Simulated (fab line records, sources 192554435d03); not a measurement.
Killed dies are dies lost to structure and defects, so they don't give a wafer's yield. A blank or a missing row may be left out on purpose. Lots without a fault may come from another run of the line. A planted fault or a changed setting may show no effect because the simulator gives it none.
Which tool did it? | flow n5_finfet | 21 lots, 63 wafers sampled, at 6 steps of a route of 1938

WHAT THE GAUGES READ, wafer by wafer
The record holds no reading of a measuring or inspecting step that can be judged against a usual standard deviation.

WHICH TOOL RAN EACH LOT (tool, then ch and the chambers of the sampled wafers, then the start)
lot  | N5_GATE_CUT_ETCH_19                | N5_GATE_CUT_ETCH_47               | N5_GATE_CUT_CMP_61            | N5_MOL_CONTACT_COAG_ETCH_110       | N5_MOL_CONTACT_COAG_TI_SIL_19 | N5_MOL_CONTACT_COAG_ANNEAL_113
L074 | rie_diel-03 ch 1,2,3, day 4 11:29  | rie_metal-02 ch 0,1, day 4 11:44  | cmp-02 ch 0,3, day 4 14:51    | rie_diel-01 ch 0,1,2, day 4 15:55  | pvd_sputter-02, day 4 18:10   | rtp_anneal-01 ch 0, day 4 20:08
L075 | rie_diel-03 ch 0,3, day 4 23:59    | rie_metal-02 ch 0,1, day 5 00:16  | cmp-01 ch 1,2, day 5 02:50    | rie_diel-01 ch 0,2,3, day 5 03:46  | pvd_sputter-02, day 5 05:08   | rtp_anneal-02 ch 0, day 5 06:56
L076 | rie_diel-06 ch 1,2, day 5 04:53    | rie_metal-03 ch 0,1, day 5 05:09  | cmp-03 ch 0,1,2, day 5 07:46  | rie_diel-04 ch 1,2,3, day 5 08:49  | pvd_sputter-02, day 5 09:28   | rtp_anneal-01 ch 0, day 5 11:04
L077 | rie_diel-06 ch 2,3, day 5 10:37    | rie_metal-02 ch 0,1, day 5 10:52  | cmp-01 ch 1,2,3, day 5 13:31  | rie_diel-04 ch 0,1,3, day 5 14:31  | pvd_sputter-02, day 5 15:30   | rtp_anneal-01 ch 0, day 5 17:01
L078 | rie_diel-03 ch 0,3, day 5 11:11    | rie_metal-02 ch 0,1, day 5 11:27  | cmp-01 ch 0,2, day 5 14:07    | rie_diel-04 ch 0,1,2, day 5 15:03  | pvd_sputter-02, day 5 15:42   | rtp_anneal-02 ch 0, day 5 17:42
L079 | rie_diel-02 ch 1,2,3, day 5 18:13  | rie_metal-03 ch 0, day 5 18:29    | cmp-03 ch 0,3, day 5 21:06    | rie_diel-05 ch 0,2,3, day 5 22:11  | pvd_sputter-03, day 5 23:17   | rtp_anneal-01 ch 0, day 6 01:15
L080 | rie_diel-06 ch 0,2,3, day 6 01:36  | rie_metal-03 ch 1, day 6 01:52    | cmp-03 ch 1,2, day 6 04:29    | rie_diel-05 ch 0,1,3, day 6 05:31  | pvd_sputter-03, day 6 08:40   | rtp_anneal-02 ch 0, day 6 10:56
L083 | rie_diel-02 ch 1,2, day 6 21:54    | rie_metal-01 ch 0,1, day 6 22:13  | cmp-03 ch 0,3, day 7 01:26    | rie_diel-05 ch 0,2,3, day 7 02:20  | pvd_sputter-01, day 7 03:10   | rtp_anneal-01 ch 0, day 7 06:20
L085 | rie_diel-02 ch 0,2,3, day 7 06:05  | rie_metal-03 ch 0, day 7 06:30    | cmp-02 ch 1,2,3, day 7 09:18  | rie_diel-05 ch 0,1,3, day 7 10:25  | pvd_sputter-01, day 7 11:02   | rtp_anneal-01 ch 0, day 7 12:58
L086 | rie_diel-03 ch 0,1,3, day 7 14:03  | rie_metal-02 ch 0,1, day 7 14:19  | cmp-01 ch 1,2,3, day 7 16:56  | rie_diel-01 ch 1,2,3, day 7 17:55  | pvd_sputter-03, day 7 19:20   | rtp_anneal-01 ch 0, day 7 21:05
L087 | rie_diel-06 ch 0,2,3, day 7 16:13  | rie_metal-02 ch 0,1, day 7 16:28  | cmp-01 ch 0,1,3, day 7 19:04  | rie_diel-01 ch 0,1,3, day 7 20:25  | pvd_sputter-02, day 7 22:08   | rtp_anneal-02 ch 0, day 8 00:41
L088 | rie_diel-03 ch 1,2,3, day 7 23:32  | rie_metal-01 ch 0,1, day 7 23:48  | cmp-01 ch 1,2,3, day 8 02:27  | rie_diel-05 ch 0,2,3, day 8 03:43  | pvd_sputter-03, day 8 04:21   | rtp_anneal-02 ch 0, day 8 08:21
L089 | rie_diel-02 ch 0,3, day 8 08:38    | rie_metal-01 ch 0,1, day 8 08:53  | cmp-03 ch 1,3, day 8 12:10    | rie_diel-04 ch 1,2, day 8 13:13    | pvd_sputter-02, day 8 13:50   | rtp_anneal-01 ch 0, day 8 16:55
L090 | rie_diel-03 ch 1,2,3, day 8 11:52  | rie_metal-02 ch 0,1, day 8 12:07  | cmp-02 ch 1,3, day 8 14:44    | rie_diel-04 ch 1,2, day 8 15:39    | pvd_sputter-03, day 8 16:13   | rtp_anneal-01 ch 0, day 8 19:49
L091 | rie_diel-03 ch 0,1, day 8 19:46    | rie_metal-03 ch 0,1, day 8 20:02  | cmp-03 ch 0,2,3, day 8 23:06  | rie_diel-01 ch 0,2, day 9 00:16    | pvd_sputter-01, day 9 01:14   | rtp_anneal-01 ch 0, day 9 03:29
L092 | rie_diel-02 ch 1,2, day 8 22:34    | rie_metal-01 ch 0,1, day 8 22:49  | cmp-01 ch 0,2,3, day 9 01:45  | rie_diel-01 ch 0,1,3, day 9 02:37  | pvd_sputter-03, day 9 03:11   | rtp_anneal-02 ch 0, day 9 06:26
L093 | rie_diel-06 ch 0,1,2, day 9 04:23  | rie_metal-03 ch 0,1, day 9 04:40  | cmp-03 ch 0,2, day 9 07:14    | rie_diel-05 ch 0,1,2, day 9 08:17  | pvd_sputter-01, day 9 10:11   | rtp_anneal-01 ch 0, day 9 12:54
L094 | rie_diel-06 ch 0,3, day 9 11:17    | rie_metal-03 ch 0, day 9 11:43    | cmp-02 ch 1,2, day 9 14:32    | rie_diel-04 ch 0,1, day 9 15:34    | pvd_sputter-01, day 9 16:35   | rtp_anneal-01 ch 0, day 9 18:50
L095 | rie_diel-02 ch 2,3, day 9 14:41    | rie_metal-03 ch 0, day 9 14:57    | cmp-01 ch 0,1,2, day 9 17:32  | rie_diel-01 ch 0,2,3, day 9 19:29  | pvd_sputter-01, day 9 20:17   | rtp_anneal-01 ch 0, day 9 22:32
L096 | rie_diel-03 ch 0,1,2, day 10 03:32 | rie_metal-02 ch 0,1, day 10 03:47 | cmp-03 ch 1,2,3, day 10 06:43 | rie_diel-05 ch 0,2,3, day 10 07:50 | pvd_sputter-02, day 10 08:57  | rtp_anneal-01 ch 0, day 10 11:45
L097 | rie_diel-03 ch 1,3, day 10 09:35   | rie_metal-02 ch 0, day 10 09:59   | cmp-03 ch 0,3, day 10 12:45   | rie_diel-04 ch 0,1,3, day 10 13:49 | pvd_sputter-02, day 10 16:08  | rtp_anneal-02 ch 0, day 10 18:10
- N5_GATE_CUT_ETCH_19: etches SiNx in CH3F/O2, target depth 53.7 nm, time 76.7 s.
- N5_GATE_CUT_ETCH_47: etches SiO2 in Cl2/BCl3, target depth 10 nm.
- N5_GATE_CUT_CMP_61: polishes, stops on SiNx, t overpolish 3 s.
- N5_MOL_CONTACT_COAG_ETCH_110: etches Si in CF4/O2, target depth 2.5 nm, time 8 s.
- N5_MOL_CONTACT_COAG_TI_SIL_19: material Ti, target thk 4.2 nm, time 15 s.
- N5_MOL_CONTACT_COAG_ANNEAL_113: time 300 s.

WHAT THE TOOLS THEMSELVES READ (means of the sampled wafers that have a number; where no wafer has one, the mark that the record gives instead)
N5_GATE_CUT_ETCH_19. Usual: drypump_motor_current_A 5.6 A, standard deviation 0.39; etch_rf_on_time_s 77.1 s, standard deviation 1.9; mfc_ar_sccm 150.0 sccm, standard deviation 0.46; oes_ar_750_au 0.80 a.u., standard deviation 0.068; oes_o_777_au 0.80 a.u., standard deviation 0.069; oes_product_au 0.68 a.u., standard deviation 0.064; rf_vpp_V 297 V, standard deviation 7.2; showerhead_plenum_p_Torr 2.01 Torr, standard deviation 0.073; throttle_valve_pct 16.36 %, standard deviation 0.18.
lot  | tool        | drypump_motor_current_A (A) | etch_rf_on_time_s (s) | mfc_ar_sccm (sccm) | oes_ar_750_au (a.u.) | oes_o_777_au (a.u.) | oes_product_au (a.u.) | rf_vpp_V (V) | showerhead_plenum_p_Torr (Torr) | throttle_valve_pct (%) | flag
L074 | rie_diel-03 | 5.6                         | 77.0                  | 149.2              | 0.77                 | 0.78                | 0.65                  | 300          | 2.06                            | 16.46                  |
L075 | rie_diel-03 | 5.6                         | 77.7                  | 150.2              | 0.87                 | 0.87                | 0.75                  | 302          | 2.05                            | 16.28                  |
L076 | rie_diel-06 | 5.5                         | 77.3                  | 149.9              | 0.85                 | 0.84                | 0.73                  | 304          | 1.99                            | 16.36                  |
L077 | rie_diel-06 | 5.8                         | 77.9                  | 150.2              | 0.75                 | 0.74                | 0.63                  | 292          | 1.95                            | 16.44                  |
L078 | rie_diel-03 | 5.3                         | 76.4                  | 150.2              | 0.82                 | 0.83                | 0.70                  | 301          | 2.07                            | 16.43                  |
L079 | rie_diel-02 | 5.5                         | 76.2                  | 149.6              | 0.81                 | 0.81                | 0.68                  | 294          | 2.01                            | 16.29                  |
L080 | rie_diel-06 | 5.7                         | 78.0                  | 150.5              | 0.83                 | 0.84                | 0.71                  | 290          | 1.94                            | 16.26                  |
L083 | rie_diel-02 | 5.5                         | 74.5                  | 149.8              | 0.85                 | 0.86                | 0.71                  | 298          | 2.08                            | 16.19                  |
L085 | rie_diel-02 | 5.5                         | 78.3                  | 150.0              | 0.77                 | 0.77                | 0.65                  | 289          | 1.94                            | 16.33                  |
L086 | rie_diel-03 | 5.8                         | 76.6                  | 150.0              | 0.80                 | 0.81                | 0.69                  | 302          | 2.03                            | 16.37                  |
L087 | rie_diel-06 | 5.7                         | 77.2                  | 150.2              | 0.82                 | 0.82                | 0.70                  | 290          | 1.94                            | 16.27                  |
L088 | rie_diel-03 | 5.6                         | 75.6                  | 149.9              | 0.75                 | 0.76                | 0.64                  | 299          | 2.05                            | 16.50                  |
L089 | rie_diel-02 | 5.6                         | 79.5                  | 150.1              | 0.78                 | 0.76                | 0.66                  | 289          | 1.92                            | 16.28                  |
L090 | rie_diel-03 | 5.6                         | 76.7                  | 150.1              | 0.74                 | 0.76                | 0.63                  | 300          | 2.05                            | 16.51                  |
L091 | rie_diel-03 | 6.3                         | 77.3                  | 149.8              | 0.80                 | 0.81                | 0.68                  | 302          | 2.01                            | 16.31                  |
L092 | rie_diel-02 | 5.4                         | 74.6                  | 149.8              | 0.84                 | 0.84                | 0.70                  | 297          | 2.07                            | 16.20                  |
L093 | rie_diel-06 | 5.6                         | 76.8                  | 149.9              | 0.84                 | 0.85                | 0.73                  | 297          | 1.95                            | 16.26                  |
L094 | rie_diel-06 | 5.6                         | 76.3                  | 150.3              | 0.85                 | 0.84                | 0.73                  | 292          | 1.97                            | 16.19                  |
L095 | rie_diel-02 | 5.7                         | 79.7                  | 150.1              | 0.73                 | 0.72                | 0.62                  | 291          | 1.92                            | 16.46                  |
L096 | rie_diel-03 | 5.9                         | 76.7                  | 149.7              | 0.77                 | 0.77                | 0.66                  | 301          | 2.03                            | 16.37                  |
L097 | rie_diel-03 | 5.9                         | 76.7                  | 150.2              | 0.75                 | 0.77                | 0.64                  | 300          | 2.02                            | 16.49                  |

N5_GATE_CUT_ETCH_47. Usual: drypump_motor_current_A 5.66 A, standard deviation 0.15; mfc_ar_sccm 25.01 sccm, standard deviation 0.081; oes_ar_750_au 0.77 a.u., standard deviation 0.14; oes_product_au 0.78 a.u., standard deviation 0.13; throttle_valve_pct 22.91 %, standard deviation 0.28.
lot  | tool         | drypump_motor_current_A (A) | mfc_ar_sccm (sccm) | oes_ar_750_au (a.u.) | oes_product_au (a.u.) | throttle_valve_pct (%) | flag
L074 | rie_metal-02 | 5.56                        | 24.96              | 0.84                 | 0.85                  | 22.56                  |
L075 | rie_metal-02 | 5.56                        | 25.02              | 0.83                 | 0.84                  | 22.56                  |
L076 | rie_metal-03 | 5.71                        | 24.92              | 0.59                 | 0.61                  | 23.07                  |
L077 | rie_metal-02 | 5.53                        | 24.98              | 0.83                 | 0.84                  | 22.57                  |
L078 | rie_metal-02 | 5.46                        | 25.05              | 0.82                 | 0.84                  | 22.66                  |
L079 | rie_metal-03 | 5.70                        | 25.05              | 0.61                 | 0.63                  | 23.26                  |
L080 | rie_metal-03 | 5.74                        | 24.99              | 0.57                 | 0.60                  | 23.00                  |
L083 | rie_metal-01 | 5.77                        | 25.09              | 0.94                 | 0.94                  | 22.97                  |
L085 | rie_metal-03 | 5.71                        | 25.12              | 0.61                 | 0.63                  | 23.27                  |
L086 | rie_metal-02 | 5.53                        | 24.95              | 0.82                 | 0.82                  | 22.58                  |
L087 | rie_metal-02 | 5.56                        | 25.04              | 0.82                 | 0.83                  | 22.57                  |
L088 | rie_metal-01 | 5.78                        | 25.06              | 0.96                 | 0.92                  | 23.06                  |
L089 | rie_metal-01 | 5.83                        | 24.94              | 0.95                 | 0.92                  | 23.07                  |
L090 | rie_metal-02 | 5.56                        | 25.09              | 0.81                 | 0.83                  | 22.57                  |
L091 | rie_metal-03 | 5.72                        | 24.94              | 0.70                 | 0.73                  | 23.11                  |
L092 | rie_metal-01 | 5.77                        | 24.99              | 0.92                 | 0.91                  | 22.98                  |
L093 | rie_metal-03 | 5.73                        | 25.04              | 0.79                 | 0.83                  | 22.98                  |
L094 | rie_metal-03 | 5.70                        | 24.97              | 0.60                 | 0.62                  | 23.28                  |
L095 | rie_metal-03 | 5.70                        | 25.03              | 0.60                 | 0.62                  | 23.28                  |
L096 | rie_metal-02 | 5.58                        | 25.01              | 0.80                 | 0.83                  | 22.58                  |
L097 | rie_metal-02 | 5.65                        | 25.00              | 0.81                 | 0.81                  | 22.50                  |

N5_GATE_CUT_CMP_61. Usual: motor_current_A 12.4 A, standard deviation 1.2.
lot  | tool   | motor_current_A (A) | flag
L074 | cmp-02 | 14.6                |
L075 | cmp-01 | 11.2                |
L076 | cmp-03 | 12.7                |
L077 | cmp-01 | 11.4                |
L078 | cmp-01 | 12.7                |
L079 | cmp-03 | 12.6                |
L080 | cmp-03 | 12.6                |
L083 | cmp-03 | 12.7                |
L085 | cmp-02 | 11.6                |
L086 | cmp-01 | 11.4                |
L087 | cmp-01 | 12.0                |
L088 | cmp-01 | 11.4                |
L089 | cmp-03 | 12.5                |
L090 | cmp-02 | 12.4                |
L091 | cmp-03 | 12.6                |
L092 | cmp-01 | 12.6                |
L093 | cmp-03 | 12.7                |
L094 | cmp-02 | 10.9                |
L095 | cmp-01 | 12.4                |
L096 | cmp-03 | 12.6                |
L097 | cmp-03 | 12.8                |

N5_MOL_CONTACT_COAG_ETCH_110. Usual: drypump_motor_current_A 5.6 A, standard deviation 0.41; mfc_ar_sccm 99.97 sccm, standard deviation 0.28; oes_ar_750_au 0.77 a.u., standard deviation 0.055; oes_o_777_au 0.77 a.u., standard deviation 0.056; oes_product_au 0.76 a.u., standard deviation 0.065; rf_vpp_V 128 V, standard deviation 4; showerhead_plenum_p_Torr 2.21 Torr, standard deviation 0.073; throttle_valve_pct 10.81 %, standard deviation 0.19.
lot  | tool        | drypump_motor_current_A (A) | mfc_ar_sccm (sccm) | oes_ar_750_au (a.u.) | oes_o_777_au (a.u.) | oes_product_au (a.u.) | rf_vpp_V (V) | showerhead_plenum_p_Torr (Torr) | throttle_valve_pct (%) | flag
L074 | rie_diel-01 | 5.7                         | 99.81              | 0.76                 | 0.78                | 0.76                  | 129          | 2.28                            | 10.77                  |
L075 | rie_diel-01 | 5.5                         | 99.91              | 0.75                 | 0.77                | 0.75                  | 125          | 2.22                            | 10.88                  |
L076 | rie_diel-04 | 5.8                         | 99.95              | 0.84                 | 0.84                | 0.84                  | 125          | 2.19                            | 10.82                  |
L077 | rie_diel-04 | 5.8                         | 100.13             | 0.78                 | 0.80                | 0.78                  | 128          | 2.17                            | 10.71                  |
L078 | rie_diel-04 | 5.9                         | 100.11             | 0.82                 | 0.82                | 0.83                  | 130          | 2.22                            | 10.70                  |
L079 | rie_diel-05 | 5.3                         | 99.98              | 0.74                 | 0.72                | 0.72                  | 128          | 2.18                            | 10.77                  |
L080 | rie_diel-05 | 5.6                         | 100.17             | 0.76                 | 0.76                | 0.75                  | 126          | 2.16                            | 10.76                  |
L083 | rie_diel-05 | 5.3                         | 100.02             | 0.72                 | 0.72                | 0.71                  | 127          | 2.18                            | 10.79                  |
L085 | rie_diel-05 | 5.6                         | 100.19             | 0.75                 | 0.75                | 0.74                  | 127          | 2.15                            | 10.79                  |
L086 | rie_diel-01 | 5.3                         | 100.02             | 0.77                 | 0.77                | 0.77                  | 130          | 2.23                            | 10.77                  |
L087 | rie_diel-01 | 5.7                         | 100.03             | 0.76                 | 0.76                | 0.75                  | 129          | 2.26                            | 10.82                  |
L088 | rie_diel-05 | 5.2                         | 100.17             | 0.72                 | 0.70                | 0.71                  | 126          | 2.18                            | 10.84                  |
L089 | rie_diel-04 | 5.8                         | 100.26             | 0.84                 | 0.82                | 0.86                  | 127          | 2.24                            | 10.89                  |
L090 | rie_diel-04 | 5.8                         | 100.01             | 0.85                 | 0.82                | 0.85                  | 127          | 2.24                            | 10.88                  |
L091 | rie_diel-01 | 5.5                         | 99.71              | 0.73                 | 0.74                | 0.71                  | 125          | 2.22                            | 10.98                  |
L092 | rie_diel-01 | 5.7                         | 99.62              | 0.75                 | 0.75                | 0.75                  | 130          | 2.25                            | 10.84                  |
L093 | rie_diel-05 | 5.5                         | 100.09             | 0.75                 | 0.74                | 0.73                  | 127          | 2.20                            | 10.87                  |
L094 | rie_diel-04 | 6.0                         | 99.85              | 0.75                 | 0.74                | 0.74                  | 128          | 2.16                            | 10.90                  |
L095 | rie_diel-01 | 5.4                         | 99.99              | 0.73                 | 0.74                | 0.73                  | 127          | 2.20                            | 10.96                  |
L096 | rie_diel-05 | 5.3                         | 100.10             | 0.71                 | 0.70                | 0.69                  | 127          | 2.17                            | 10.86                  |
L097 | rie_diel-04 | 5.8                         | 100.07             | 0.75                 | 0.78                | 0.76                  | 127          | 2.16                            | 10.81                  |

N5_MOL_CONTACT_COAG_TI_SIL_19. Usual: throttle_valve_pct 29.7 %, standard deviation 0.86.
lot  | tool           | throttle_valve_pct (%) | flag
L074 | pvd_sputter-02 | 29.2                   |
L075 | pvd_sputter-02 | 30.1                   |
L076 | pvd_sputter-02 | 29.4                   |
L077 | pvd_sputter-02 | 30.0                   |
L078 | pvd_sputter-02 | 29.8                   |
L079 | pvd_sputter-03 | 30.2                   |
L080 | pvd_sputter-03 | 29.6                   |
L083 | pvd_sputter-01 | 30.6                   |
L085 | pvd_sputter-01 | 29.3                   |
L086 | pvd_sputter-03 | 29.7                   |
L087 | pvd_sputter-02 | 29.5                   |
L088 | pvd_sputter-03 | 29.0                   |
L089 | pvd_sputter-02 | 29.9                   |
L090 | pvd_sputter-03 | 29.2                   |
L091 | pvd_sputter-01 | 29.2                   |
L092 | pvd_sputter-03 | 28.8                   |
L093 | pvd_sputter-01 | 29.4                   |
L094 | pvd_sputter-01 | 30.0                   |
L095 | pvd_sputter-01 | 29.8                   |
L096 | pvd_sputter-02 | 29.7                   |
L097 | pvd_sputter-02 | 29.8                   |

N5_MOL_CONTACT_COAG_ANNEAL_113. Usual: lamp_power_pct 2.90 %, standard deviation 0.042; lamp_zone_5_pct 2.90 %, standard deviation 0.042; wafer_temp_C_max 401.5, standard deviation 0.41.
lot  | tool          | lamp_power_pct (%) | lamp_zone_5_pct (%) | wafer_temp_C_max | flag
L074 | rtp_anneal-01 | 2.86               | 2.86                | 401.3            |
L075 | rtp_anneal-02 | 2.95               | 2.95                | 401.7            |
L076 | rtp_anneal-01 | 2.86               | 2.86                | 401.0            |
L077 | rtp_anneal-01 | 2.86               | 2.86                | 401.0            |
L078 | rtp_anneal-02 | 2.94               | 2.94                | 402.1            |
L079 | rtp_anneal-01 | 2.86               | 2.86                | 401.1            |
L080 | rtp_anneal-02 | 2.95               | 2.95                | 401.5            |
L083 | rtp_anneal-01 | 2.86               | 2.86                | 401.1            |
L085 | rtp_anneal-01 | 2.86               | 2.86                | 401.3            |
L086 | rtp_anneal-01 | 2.86               | 2.86                | 401.0            |
L087 | rtp_anneal-02 | 2.95               | 2.94                | 401.9            |
L088 | rtp_anneal-02 | 2.95               | 2.95                | 401.8            |
L089 | rtp_anneal-01 | 2.86               | 2.86                | 401.4            |
L090 | rtp_anneal-01 | 2.86               | 2.86                | 401.6            |
L091 | rtp_anneal-01 | 2.86               | 2.86                | 401.5            |
L092 | rtp_anneal-02 | 2.95               | 2.95                | 402.2            |
L093 | rtp_anneal-01 | 2.86               | 2.86                | 401.3            |
L094 | rtp_anneal-01 | 2.86               | 2.86                | 401.4            |
L095 | rtp_anneal-01 | 2.86               | 2.86                | 401.4            |
L096 | rtp_anneal-01 | 2.86               | 2.86                | 401.2            |
L097 | rtp_anneal-02 | 2.94               | 2.95                | 401.9            |

THE ANSWER, worked out from the rows above alone
Rule: a lot is off if the mean of its wafers that have a number lies more than 3 standard deviations from the usual mean. A lot without any number at a reading at which 4 lots or more have one is off too. The other lots that the step has rows for count as sound. The gauges are gone through in route order, then the tools' own readings, and for those a lot's mean is taken as printed above. The first step at which some lot is off is used, and at that step the reading that is off furthest; a lot without a number counts as furthest.
No lot is off at any reading shown: from this, nothing can be told.

WHAT THE SIMULATOR HAD PUT IN
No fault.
